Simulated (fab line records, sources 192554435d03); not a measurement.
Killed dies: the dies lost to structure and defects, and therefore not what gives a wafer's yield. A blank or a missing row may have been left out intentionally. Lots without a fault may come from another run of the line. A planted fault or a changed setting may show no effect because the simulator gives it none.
Matching of chambers || flow n5-finfet || N5_BEOL_M15_VIA_ETCH_16 on rie-diel-04 has 4 sister chambers
The step etches SiO2 in C4F8/O2/Ar, target depth 1792.2 nm. 4 wafers are shown with their chamber, then 8 later ones without.

## EACH WAFER AND ITS CHAMBER
{"wafer": "L082.5", "chamber": 0, "rf-vpp-V (V)": 2166}
{"wafer": "L085.1", "chamber": 3, "rf-vpp-V (V)": 2240}
{"wafer": "L085.3", "chamber": 1, "rf-vpp-V (V)": 2228}
{"wafer": "L088.1", "chamber": 2, "rf-vpp-V (V)": 2259}

## WAFERS MISSING THEIR CHAMBER
{"wafer": "L088.4", "rf-vpp-V (V)": 2229}
{"wafer": "L088.5", "rf-vpp-V (V)": 2260}
{"wafer": "L087.3", "rf-vpp-V (V)": 2167}
{"wafer": "L087.4", "rf-vpp-V (V)": 2229}
{"wafer": "L087.5", "rf-vpp-V (V)": 2167}
{"wafer": "L095.1", "rf-vpp-V (V)": 2228}
{"wafer": "L095.3", "rf-vpp-V (V)": 2165}
{"wafer": "L095.6", "rf-vpp-V (V)": 2166}

## EACH ONE'S CHAMBER
{"wafer": "L088.4", "from the rows above": 1, "in truth": 1}
{"wafer": "L088.5", "from the rows above": 2, "in truth": 2}
{"wafer": "L087.3", "from the rows above": 0, "in truth": 0}
{"wafer": "L087.4", "from the rows above": 1, "in truth": 1}
{"wafer": "L087.5", "from the rows above": 0, "in truth": 0}
{"wafer": "L095.1", "from the rows above": 1, "in truth": 1}
{"wafer": "L095.3", "from the rows above": 0, "in truth": 0}
{"wafer": "L095.6", "from the rows above": 0, "in truth": 0}
8 of 8 placed correctly. Not placeable from these rows: 0. 0 placed wrongly.
How it was worked out, from the rows above alone: a wafer's distance from a chamber is the root of the sum, over the readings, of the square of ((its reading less the chamber's mean) divided by the reading's scatter). If the next closest chamber is less than 2 further off than the closest, the wafer can't be placed; otherwise it belongs to the closest. A chamber's mean is the mean of its shown wafers. The scatter (one wafer shown for each chamber): square how far every hidden wafer sits from the nearest shown wafer, average those squares and take the square root.
